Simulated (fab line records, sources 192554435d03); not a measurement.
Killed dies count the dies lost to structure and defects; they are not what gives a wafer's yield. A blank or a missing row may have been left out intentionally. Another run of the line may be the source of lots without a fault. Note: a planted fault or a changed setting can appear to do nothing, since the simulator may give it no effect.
fab line records | flow n5-finfet
record lots=10 wafers=26 last-day=18
route steps=1938 shown MOL_CONTACT_COAG@627 BEOL_M0_SAQP@635 BEOL_M0@715 BEOL_M4@1111 PASSIVATION@1936
lots with no fault: from the same line, run without faults
start-h: hours from the record's opening day to when the first of the lot's shown wafers began | wait-h: time in hours since the lot's previous step | " identical to the entry in the row above | L1.1+2: one row covering several wafers at once | - either no value or no given start | * or withheld: withheld | < > ~ a bound
route shown NAME@n: a module of which the file shows steps, and the number in the route of the first | usual: average and standard deviation across the fault-free wafers | same: alike in all rows | chamber/n: place in a boat | sites: per-site readings | _std_site: standard deviation across them | _edge_site: inner sites' mean taken away from outer sites' mean | radius-mm: how far each site lies from the wafer's centre | mask NAME#n: copy n | behind: tool/chamber where the wafer was last shaped | hold: what put the lot on hold/how long, in hours/how the hold closed | device: which transistor (n, p or np) failed to switch | end of line: tests of these same wafers at the route's end | a step given without rows: its recipe and nothing more | killed: not the wafer's yield, but the dies lost to structure and defects at the first sort | map: shows each die of a wafer: x if killed, . if not, _ if none is there
set.NAME: the setting the step ran with; set.NAME@STEP: the setting that earlier step ran with | model.NAME: the simulator's own value behind a step, which no gauge read
the route's steps for a sample of lots (tables are steps, rows are wafers)
services: from which hour (start-h, from the record's first day; less than 0 if before it) a tool's chamber was out of use, for how many hours, and why
## steps
# step N5_MOL_CONTACT_COAG_CMP_52
# recipe stop-on=SiO2 t-overpolish-s=1.5 post-cmp-clean=w-dilute-nh4oh down-force-psi=4 platen-rpm=50.289 pad-velocity-m-s=1.0006 target-thk-nm=66.5
# usual head-pressure-psi=3.998/0.0091 motor-current-A=12.2/1 overpolish-run-s=1.500/0.0095 time-to-endpoint-s=13.4/2.3
# columns lot.wafer tool chamber start-h wait-h head-pressure-psi motor-current-A overpolish-run-s time-to-endpoint-s
L225.1 cmp-04 0 108.72 0.1 3.993 11.4 1.483 14.0
L225.2 " 2 " " 4.008 13.3 1.503 13.7
L225.5 " 0 " " 3.995 12.1 1.482 12.9
L227.1 cmp-02 3 121.77 0.1 3.989 11.2 1.480 16.6
L227.6 " 2 " " 3.991 12.3 1.510 14.4
L227.5 " 3 " " 3.987 11.5 1.489 14.2
L229.3 cmp-04 3 132.42 0.1 3.987 12.2 1.500 14.7
L229.4 " 0 " " 3.999 11.3 1.517 13.7
L229.6 " 2 " " 3.994 13.7 1.495 11.7
L231.2 cmp-02 1 144.75 0.1 3.992 10.5 1.482 9.7
L231.4 " 2 " " 4.007 12.5 1.512 10.6
L231.5 " 1 " " 3.991 11.3 1.497 8.6
L237.2 cmp-02 1 204.30 0.1 4.003 10.1 1.494 13.6
L237.1 " 2 " " 3.998 12.3 1.507 17.2
L238.1 cmp-02 3 210.12 0.1 4.004 11.9 1.482 15.7
L238.4 " 1 " " 3.998 11.0 1.501 12.9
L240.4 cmp-04 0 211.36 0.1 4.003 11.0 1.500 12.7
L240.1 " 1 " " 4.003 13.9 1.490 12.9
L241.4 cmp-02 2 238.52 0.0 3.996 12.3 1.495 15.4
L241.2 " 3 " " 4.001 11.2 1.496 16.5
L245.4 cmp-03 1 241.31 0.2 3.984 13.4 1.492 16.3
L245.3 " 2 " " 4.009 11.6 1.497 16.6
L245.2 " 3 " " 4.006 11.5 1.499 15.8
L242.4 cmp-03 2 243.10 0.1 3.998 10.5 1.525 11.4
L242.5 " 0 " " 4.017 11.9 1.504 13.8
L242.6 " 1 " " 3.999 13.8 1.509 11.1
# step N5_BEOL_M0_SAQP_PECVD_03
# recipe material=SiCN target-thk-a=120 temp-c=withheld precursor=3MS/NH3 pressure-torr=3 rf-w=202 time-s=21.1
# usual run-length-s=51.2/0.6 showerhead-plenum-p-Torr=3.668/0.013 throttle-valve-pct=9.2/0.46
# columns lot.wafer tool chamber start-h wait-h run-length-s showerhead-plenum-p-Torr throttle-valve-pct
L225.1 pecvd-02 0 114.63 0.1 50.7 3.672 9.2
L225.2 " 1 " " 51.4 3.664 9.3
L225.5 " 1 " " 51.8 3.671 9.2
L227.1 pecvd-01 1 125.89 0.1 51.9 3.680 8.9
L227.5 " 2 " " 50.9 3.673 8.4
L227.6 " 0 " " 51.9 3.646 9.5
L229.3 pecvd-01 1 136.74 0.1 52.0 3.673 8.8
L229.4 " 0 " " 52.3 3.647 9.2
L229.6 " 1 " " 51.7 3.682 9.0
L231.2 pecvd-04 0 151.54 0.1 50.6 3.643 10.1
L231.4 " 0 " " 50.7 3.646 10.2
L231.5 " 1 " " 50.1 3.675 9.4
L237.1 pecvd-01 1 209.73 0.1 47.9 3.668 9.0
L237.2 " 2 " " 47.5 3.678 9.0
L240.1 pecvd-01 0 216.65 0.1 48.2 3.650 9.3
L240.4 " 0 " " 51.9 3.645 9.1
L238.1 pecvd-01 2 216.93 0.1 47.6 3.677 9.1
L238.4 " 1 " " 52.2 3.672 8.9
L241.2 pecvd-04 0 243.31 0.1 50.5 3.638 9.9
L241.4 " 2 " " 51.0 3.678 8.6
L245.2 pecvd-02 2 246.94 0.1 51.0 3.661 8.6
L245.3 " 0 " " 50.2 3.678 9.7
L245.4 " 2 " " 51.3 3.667 8.6
L242.4 pecvd-02 2 248.46 0.1 51.6 3.665 8.6
L242.5 " 1 " " 51.3 3.661 9.3
L242.6 " 0 " " 50.5 3.676 9.5
# step N5_BEOL_M0_SAQP_PECVD_96
# recipe material=a-Si target-thk-a=450 temp-c=350 precursor=SiH4/He pressure-torr=3 rf-w=100 time-s=45.2
# usual heater-power-outer-w=372/54 heater-power-w=644/81 run-length-s=81.2/0.59 showerhead-plenum-p-Torr=5.68/0.052 throttle-valve-pct=18.4/0.89
# columns lot.wafer tool chamber start-h wait-h heater-power-outer-w heater-power-w run-length-s showerhead-plenum-p-Torr throttle-valve-pct
L225.1 pecvd-02 0 114.66 0.0 276 502 80.5 5.70 18.7
L225.2 " 1 " " 375 641 81.2 5.70 18.4
L225.5 " 1 " " 364 644 81.1 5.68 18.7
L227.1 pecvd-01 1 125.92 0.0 330 615 81.8 5.72 17.8
L227.5 " 2 " " 287 502 81.1 5.71 17.9
L227.6 " 0 " " 430 705 82.5 5.60 18.7
L229.3 pecvd-01 1 136.77 0.0 402 729 81.8 5.72 18.1
L229.4 " 0 " " 393 639 81.9 5.60 18.6
L229.6 " 1 " " 409 720 81.8 5.71 18.0
L231.2 pecvd-04 0 151.57 0.0 466 776 80.8 5.56 20.2
L231.4 " 0 " " 454 805 81.3 5.57 20.2
L231.5 " 1 " " 428 718 80.1 5.74 18.9
L237.1 pecvd-01 1 209.76 0.0 368 655 81.7 5.71 18.2
L237.2 " 2 " " 332 563 81.0 5.71 17.8
L240.1 pecvd-01 0 216.68 0.0 430 719 81.8 5.61 18.3
L240.4 " 0 " " 431 717 82.2 5.61 18.4
L238.1 pecvd-01 2 216.96 0.0 307 551 81.3 5.71 18.0
L238.4 " 1 " " 376 662 81.7 5.71 18.3
L241.2 pecvd-04 0 243.34 0.0 457 807 81.2 5.55 20.3
L241.4 " 2 " " 399 655 81.0 5.71 17.7
L245.2 pecvd-02 2 246.97 0.0 304 540 81.4 5.68 17.2
L245.3 " 0 " " 314 532 80.2 5.71 19.2
L245.4 " 2 " " 301 547 81.4 5.67 17.2
L242.4 pecvd-02 2 248.50 0.0 336 606 81.6 5.68 17.2
L242.5 " 1 " " 381 661 81.3 5.69 18.4
L242.6 " 0 " " 320 559 80.1 5.71 19.5
# step N5_BEOL_M0_SAQP_THK_MEAS_05
# usual thk-nm=59.7/0.83
# columns lot.wafer tool chamber start-h wait-h thk-nm
L225.1 film-metro-01 - 114.84 0.1 59.1
L225.2 " - " " 59.6
L225.5 " - " " 59.6
L227.1 film-metro-02 - 126.10 0.1 58.9
L227.5 " - " " 59.9
L227.6 " - " " 60.0
L229.3 film-metro-01 - 136.96 0.1 59.5
L229.4 " - " " 60.7
L229.6 " - " " 60.7
L231.2 film-metro-01 - 151.75 0.1 59.7
L231.4 " - " " 60.6
L231.5 " - " " 60.0
L237.1 film-metro-01 - 209.94 0.1 59.4
L237.2 " - " " 59.6
L240.1 film-metro-01 - 216.86 0.1 59.3
L240.4 " - " " 60.4
L238.1 film-metro-01 - 217.14 0.1 59.4
L238.4 " - " " 59.2
L241.2 film-metro-02 - 243.52 0.1 59.6
L241.4 " - " " 60.9
L245.2 film-metro-01 - 247.15 0.1 58.8
L245.3 " - " " 58.3
L245.4 " - " " 58.7
L242.4 film-metro-01 - 248.66 0.0 59.0
L242.5 " - " " 60.4
L242.6 " - " " 59.5
# step N5_BEOL_M0_ETCH_138
# recipe chemistry=CH3F/O2 target-depth-a=120 target=SiCN time-s=31.6 ion-energy-ev=120 pressure-mtorr=30 source-w=395 bias-w=75 Ar_flow_sccm=150 CH3F_flow_sccm=30 O2_flow_sccm=20 ends=cleared
# usual drypump-motor-current-A=5.6/0.48 etch-rf-on-time-s=29.2/0.78 oes-product-au=0.68/0.076 rf-vpp-V=297.9/1.7 showerhead-plenum-p-Torr=2.03/0.075 throttle-valve-pct=16.31/0.25
# columns lot.wafer tool chamber start-h wait-h drypump-motor-current-A etch-rf-on-time-s oes-product-au rf-hours-counter-h rf-vpp-V showerhead-plenum-p-Torr throttle-valve-pct
L225.1 rie-diel-06 1 122.42 0.0 5.8 28.5 0.67 124 296.3 1.94 16.36
L225.2 " 0 " " 5.8 29.0 0.83 9 300.8 2.14 16.23
L225.5 " 3 " " 6.0 29.7 0.68 - 299.9 2.10 16.37
L227.1 rie-diel-06 0 132.91 0.0 5.8 28.6 0.81 12 300.0 2.14 16.27
L227.5 " 1 " " 5.8 28.8 0.67 - 296.0 1.93 16.38
L227.6 " 2 " " 4.9 30.0 0.59 - 296.6 1.97 16.01
L229.3 rie-diel-04 0 143.42 0.0 4.7 28.7 0.72 64 297.1 2.03 16.05
L229.4 " 2 " " 5.8 28.4 0.71 77 298.3 2.03 16.40
L229.6 " 0 " " 4.7 29.3 0.72 - 298.1 2.03 16.07
L231.2 rie-diel-05 0 157.83 0.0 6.4 28.2 0.64 157 295.3 1.92 16.33
L231.4 " 2 " " 5.2 28.8 0.81 11 299.6 2.12 15.81
L231.5 " 0 " " 6.5 30.5 0.64 - 296.6 1.92 16.32
L237.1 rie-diel-05 0 216.67 0.0 6.4 21.8 0.63 178 295.8 1.91 16.36
L237.2 " 2 " " 5.2 20.8 0.79 24 299.7 2.11 15.84
L240.1 rie-diel-06 3 224.53 0.0 6.0 21.3 0.65 139 298.0 2.09 16.42
L240.4 " 3 " " 6.0 29.2 0.66 - 298.8 2.09 16.44
L238.1 rie-diel-06 1 225.38 0.0 5.8 21.4 0.65 154 295.2 1.93 16.43
L238.4 " 1 " " 5.8 28.5 0.65 - 296.1 1.93 16.42
L241.2 rie-diel-04 3 252.09 0.0 5.8 28.4 0.65 182 294.9 1.91 16.55
L241.4 " 2 " " 5.8 29.9 0.68 109 298.3 2.02 16.46
L245.2 rie-diel-04 0 254.19 0.0 4.7 29.2 0.69 105 297.6 2.01 16.14
L245.3 " 2 " " 5.8 29.2 0.67 110 297.7 2.02 16.46
L245.4 " 3 " " 5.7 29.3 0.64 183 295.7 1.91 16.56
L242.4 rie-diel-04 0 255.11 0.0 4.7 29.4 0.68 105 297.6 2.01 16.13
L242.5 " 1 " " 5.9 30.0 0.61 - 298.4 2.06 16.13
L242.6 " 0 " " 4.8 30.4 0.68 - 298.3 2.01 16.12
# step N5_BEOL_M4_RC_MEAS_101
# usual DIBL_N=37.2/2.1 DIBL_P=37.3/2.3 IOFF_N=0.18/0.041 IOFF_P=0.24/0.042 ION_N=680/13 ION_P=466/7.7 SS_N=71.8/0.68 SS_P=73.5/0.66 VT_N=249/3.6 VT_P=-248/3.4
# columns lot.wafer tool chamber start-h wait-h DIBL_N[mV/V] DIBL_P[mV/V] IOFF_N[nA/um] IOFF_P[nA/um] ION_N[uA/um] ION_P[uA/um] SS_N[mV/dec] SS_P[mV/dec] VT_N[mV] VT_P[mV]
L225.1 prober-01 0 185.02 0.0 34.4 34.0 0.15 0.20 677 472 70.9 73.2 249 -249
L225.2 " 0 " " 33.4 33.2 0.13 0.17 665 455 70.7 73.0 250 -254
L225.5 " 0 " " 35.9 36.3 0.18 0.23 684 463 71.7 73.2 245 -247
L227.1 prober-01 0 193.23 0.0 39.2 39.5 0.23 0.27 705 473 71.8 74.0 243 -247
L227.5 " 0 " " 38.1 37.7 0.19 0.23 689 468 72.9 73.8 248 -252
L227.6 " 0 " " 39.9 41.7 0.27 0.32 712 482 72.1 74.1 242 -243
L229.3 prober-02 0 205.13 0.3 39.4 39.2 0.25 0.30 694 472 72.9 73.9 243 -246
L229.4 " 0 " " 35.0 33.6 0.14 0.21 656 460 71.2 72.8 252 -249
L229.6 " 0 " " 35.1 34.5 0.15 0.23 679 471 70.9 73.0 248 -248
L231.2 prober-01 0 210.66 0.2 35.8 37.3 0.16 0.21 681 466 70.9 72.9 252 -251
L231.4 " 0 " " 37.4 38.3 0.17 0.22 670 460 71.6 73.8 250 -252
L231.5 " 0 " " 35.7 36.9 0.15 0.19 680 468 71.0 73.2 251 -253
L237.1 prober-02 0 254.97 0.0 40.0 39.4 0.23 0.28 675 465 73.4 73.5 246 -245
L237.2 " 0 " " 37.1 37.3 0.16 0.25 670 464 72.4 72.5 252 -247
L238.1 prober-01 0 268.92 0.0 37.5 36.8 0.17 0.22 677 468 71.5 73.2 249 -246
L238.4 " 0 " " 39.4 39.0 0.21 0.24 681 469 72.1 74.9 248 -247
L240.1 prober-02 0 270.93 0.0 36.5 38.3 0.18 0.26 693 477 71.9 73.7 248 -245
L240.4 " 0 " " 36.9 38.3 0.16 0.25 687 475 71.2 73.7 251 -245
L241.2 prober-01 0 305.43 0.2 39.4 40.3 0.22 0.30 684 479 73.5 74.3 247 -246
L241.4 " 0 " " 39.5 40.7 0.21 0.31 675 470 72.4 74.2 250 -244
L242.4 prober-01 0 316.76 0.5 36.4 38.7 0.18 0.25 686 472 72.6 73.6 246 -246
L242.5 " 0 " " 36.9 39.7 0.18 0.26 690 480 72.1 73.6 247 -245
L242.6 " 0 " " 35.1 37.1 0.15 0.23 674 469 72.0 73.0 250 -249
L245.2 prober-02 0 333.30 0.2 35.5 36.1 0.15 0.19 678 459 71.7 73.9 251 -252
L245.3 " 0 " " 36.6 37.3 0.17 0.22 667 457 71.9 74.1 248 -249
L245.4 " 0 " " 38.1 39.4 0.23 0.26 704 473 72.0 74.4 242 -248
# step N5_PASSIVATION_PROBE_49
# usual defect-limited-yield=91.0/1.6 killed_at_M0_to_M3=35/11 killed_at_M4_up=14/5.3 killed-at-contacts=13/6.7 killed-at-front-end=41/12 killed-at-other=3.9/2.7 killed-dies=106/19 killed-open=70/14 killed-short=35/8.8 sort_bin_4_leakage=0.01/0.058 sort_bin_5_function=5.3/1 sort_bin_6_memory=3.3/0.81 sort-n-pass=1073/19 sort-yield-pct=91.0/1.6
# same gross-dies=1180 killed-at-back-side=0 sort_bin_8_speed[%]=0
# columns lot.wafer tool chamber start-h wait-h defect-limited-yield[%] killed_at_M0_to_M3 killed_at_M4_up killed-at-contacts killed-at-front-end killed-at-other killed-dies killed-open killed-short sort_bin_4_leakage[%] sort_bin_5_function[%] sort_bin_6_memory[%] sort-n-pass sort-yield-pct[%]
L229.3 prober-02 - 319.75 0.1 92.1 47 9 14 22 1 93 65 28 0 5.3 2.5 1087 92.1
L229.4 prober-02 - 319.80 0.2 90.4 53 6 23 26 5 113 87 22 0 4.8 4.3 1067 90.4
L229.6 prober-02 - 319.90 0.3 92.1 44 11 5 33 0 93 51 42 0 4.2 3.3 1087 92.1
L238.1 prober-02 - 370.64 0.0 92.5 31 8 4 40 5 88 48 36 0 4.2 2.7 1092 92.5
L238.4 prober-02 - 370.79 0.2 90.2 38 15 20 38 5 116 82 33 0 5.9 3.5 1064 90.2
L241.2 prober-02 - 409.00 0.1 87.6 59 10 15 62 0 146 96 49 0 6.7 5.3 1034 87.6
L241.4 prober-02 - 409.10 0.2 89.2 37 11 8 70 2 128 75 52 0 5.8 3.7 1052 89.2
# killed by level:class
L229.3 MOL_CONTACT_COAG:geometric-particle:open=12 BEOL_M0_SAQP:geometric-particle:open=9 BEOL_M1:geometric-particle:short=9 BEOL_M1:geometric-particle:open=7 BEOL_M3:geometric-particle:open=7 BEOL_M0_SAQP:geometric-particle:short=6 SDB:geometric-particle:open=4 BEOL_M0:geometric-particle:open=4
L229.4 MOL_CONTACT_COAG:geometric-particle:open=23 BEOL_M3:geometric-particle:open=16 BEOL_M0_SAQP:geometric-particle:open=10 BEOL_M0_SAQP:geometric-particle:short=8 BEOL_M1:geometric-particle:open=7 FIN_SAQP:geometric-particle:open=6 BEOL_M3:geometric-particle:short=6 BEOL_M0:geometric-particle:open=4
L229.6 BEOL_M0_SAQP:geometric-particle:short=10 FIN_SAQP:geometric-particle:open=8 BEOL_M0_SAQP:geometric-particle:open=7 FIN_SAQP:geometric-particle:short=6 BEOL_M3:geometric-particle:open=6 DUMMY_GATE:geometric-particle:open=5 BEOL_M1:geometric-particle:open=5 BEOL_M3:geometric-particle:short=4
L238.1 BEOL_M0_SAQP:geometric-particle:short=8 STI_FIN_REVEAL:geometric-particle:open=7 FIN_SAQP:geometric-particle:short=6 STI_FIN_REVEAL:geometric-particle:short=6 BEOL_M0_SAQP:geometric-particle:open=6 BEOL_M2:geometric-particle:open=6 FIN_SAQP:geometric-particle:open=4 BEOL_M0:geometric-particle:open=4
L238.4 MOL_CONTACT_COAG:geometric-particle:open=15 STI_FIN_REVEAL:geometric-particle:open=10 BEOL_M2:geometric-particle:open=10 BEOL_M1:geometric-particle:open=9 FIN_SAQP:geometric-particle:short=8 FIN_SAQP:geometric-particle:open=7 BEOL_M4:geometric-particle:open=7 MOL_CONTACT_COAG:geometric-particle:short=5
L241.2 STI_FIN_REVEAL:geometric-particle:open=22 BEOL_M0_SAQP:geometric-particle:short=16 BEOL_M0_SAQP:geometric-particle:open=13 FIN_SAQP:geometric-particle:open=11 BEOL_M1:geometric-particle:open=10 FIN_SAQP:geometric-particle:short=9 MOL_CONTACT_COAG:geometric-particle:open=9 BEOL_M2:geometric-particle:open=8
L241.4 FIN_SAQP:geometric-particle:short=22 STI_FIN_REVEAL:geometric-particle:open=19 FIN_SAQP:geometric-particle:open=9 BEOL_M0_SAQP:geometric-particle:open=9 BEOL_M0_SAQP:geometric-particle:short=9 BEOL_M2:geometric-particle:open=6 MOL_CONTACT_COAG:geometric-particle:open=5 BEOL_M3:geometric-particle:open=5
## services
# columns tool chamber start-h hours kind
rie-diel-05 2 89.97 4.8 repair
pecvd-02 1 93.91 5.5 scheduled-down
pecvd-02 1 104.30 5.0 scheduled-down
rie-diel-04 1 106.99 5.1 repair
cmp-04 - 121.77 4.0 pm
pecvd-02 - 127.83 1.1 repair
cmp-03 - 143.80 6.4 pm
rie-diel-05 0 147.50 7.9 repair
cmp-04 - 152.37 1.0 repair
cmp-03 - 153.79 1.2 repair
pecvd-02 - 157.55 0.9 repair
rie-diel-04 2 158.73 9.8 repair
pecvd-04 0 158.87 5.5 scheduled-down
cmp-02 - 185.74 1.9 repair
rie-diel-05 2 186.93 18.4 repair
rie-diel-06 1 194.90 14.0 repair
cmp-03 - 201.22 11.4 pm
rie-diel-04 2 221.50 5.6 repair
pecvd-01 1 223.94 2.1 scheduled-down
cmp-03 - 224.16 0.9 repair
rie-diel-04 2 227.60 7.5 repair
pecvd-01 1 231.76 22.7 repair
cmp-02 - 240.69 4.6 pm
rie-diel-04 - 246.59 4.3 pm
## key
first-sign step=N5_BEOL_M0_SAQP_PECVD_03 reading=run-length-s direction=down sigmas=5.6 usual=* struck=*
effect step=N5_BEOL_M0_ETCH_138 reading=etch-rf-on-time-s direction=down sigmas=10 usual=* struck=*
met-at N5_BEOL_M0_SAQP_PECVD_03
struck-lots L237,L238,L240
struck-wafers L237.1,L237.2,L238.1,L240.1
not-acting-at N5_MOL_CONTACT_COAG_CMP_52,N5_BEOL_M0_SAQP_PECVD_96,N5_BEOL_M0_SAQP_THK_MEAS_05
onset-between 136.74 209.73
fault kind=process-parameter-drift tool=pecvd-01 chamber=- onset-h=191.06 steps=N5_BEOL_M0_SAQP_PECVD_03 channel=time-s offset=* shape=step end-h=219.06 scope=struck-wafers-only acts-in=* stated=*
